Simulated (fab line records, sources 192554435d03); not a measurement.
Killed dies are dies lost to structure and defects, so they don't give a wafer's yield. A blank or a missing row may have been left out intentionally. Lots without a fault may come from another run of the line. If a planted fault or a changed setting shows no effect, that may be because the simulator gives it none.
A lot that was struck, set against a sound lot	flow n5-finfet	19 steps out of a route of 1938
Sound: these wafers, L253.1, L253.3, L253.6. Struck: wafers L244.4, L244.5 (left out: L244.1, a lot-mate that was not struck); the cause follows at the end.
Order at every step that has rows: each side's tool, ch and its chambers, its first start. Under that, the readings that differ: sound wafers	struck wafers	difference of the means	sigmas: that difference in standard deviations of wafers without a fault.
alike: readings with means less than 2 such deviations apart, plus words and numbers identical on both sides. not compared: withheld readings, readings lacking a value on some wafer, bounds such as >300 that could conceal the same value, and numbers that have no deviation in the record and whose values overlap.
A row with sigmas, a row that says differs or no value, or rows on one side alone: a step with any of these is where the two part. Non-overlapping numbers with no deviation appear without sigmas and do not part them. Lack of a reading on every wafer of one side parts them only where that side has two or more wafers.

first, 8 steps without rows for these wafers: N5_BEOL_M12_HARDBAKE_32 (time 120 s); N5_BEOL_M12_DESCUM_33 (chemistry O2, time 7.9 s); N5_BEOL_M12_ETCH_67 (etches SiARC in CF4, target depth 143 nm, time 238.3 s); N5_BEOL_M12_ETCH_68 (etches SOC in N2/H2, time 285 s); N5_BEOL_M12_STRIP_69 (strips in N2/H2); N5_BEOL_M12_TRENCH_ETCH_34 (etches SiOC in C4F8/O2/Ar, target depth 318.95 nm, time 125.5 s); N5_BEOL_M12_STRIP_70 (strips in C4F8/O2/Ar); N5_BEOL_M12_STRIP_37 (strips in N2/H2).
N5_BEOL_M12_ETCH_38: etches SiCN in CF4/N2, target depth 68.7 nm, time 73.4 s.
  sound on rie-diel-04 ch 0,2,3, day 16 03:17; struck on rie-diel-02 ch 0,3, day 14 00:11
reading	sound	struck	difference	sigmas
oes-product-au (a.u.)	0.75 0.72 0.82	1.02 1.03	+0.26	+4
rf-vpp-V (V)	381.0 381.6 382.8	385.7 385.6	+3.8	+2
model.etch.depth-nm (nm)	57.86 57.97 59.92	79.6 77.5	+20.0	
model.SiOC_of_BEOL_M12_ILD_DEP_00.thk-nm (nm)	611.8 613.8 622	602 597.6	-16	
  alike: chamber-pressure-mTorr, drypump-motor-current-A, showerhead-plenum-p-Torr, throttle-valve-pct
  not compared: rf-hours-counter-h
then, 9 steps without rows for these wafers: N5_BEOL_M12_PRECLEAN_39 (cleans in residue remover, time 60 s); N5_BEOL_M12_SRD_40 (time 30 s, dry time 30 s); N5_BEOL_M12_DEGAS_41 (time 60 s); N5_BEOL_M12_PRE_CLEAN_42 (time 30 s); N5_BEOL_M12_SPUTTER_43 (material TaN, target thk 15 nm, time 24.19 s); N5_BEOL_M12_SPUTTER_44 (material Ta, target thk 10 nm, time 16.13 s); N5_BEOL_M12_SPUTTER_45 (material Cu, target thk 80 nm, time 13.33 s); N5_BEOL_M12_ECD_47 (material Cu, target thk 720 nm); N5_BEOL_M12_ANNEAL_48 (time 90 s).
N5_BEOL_M12_CMP_49: polishes, stops on SiOC, t overpolish 20.6 s, target thk 320 nm.
  sound on cmp-01 ch 0,2, day 16 05:25; struck on cmp-02 ch 0,1, day 14 02:00
reading	sound	struck	difference	sigmas
model.SiOC_of_BEOL_M12_ILD_DEP_00.thk-nm (nm)	601.8 603.8 612	592 587.6	-16	
  alike: barrier-field-endpoint-s, motor-current-A, overpolish-run-s, retaining-ring-pressure-frac, slurry-flow-ml-min
  not compared: pad-life-wafers

== WHERE THEY PART ==
N5_BEOL_M12_ETCH_38 only, going by this record. Later steps at which nothing parts them and some readings are alike: N5_BEOL_M12_CMP_49.

WHY: what the simulator had put in
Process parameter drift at N5_BEOL_M12_ETCH_38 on rie-diel-02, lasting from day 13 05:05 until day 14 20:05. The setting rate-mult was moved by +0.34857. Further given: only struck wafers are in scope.
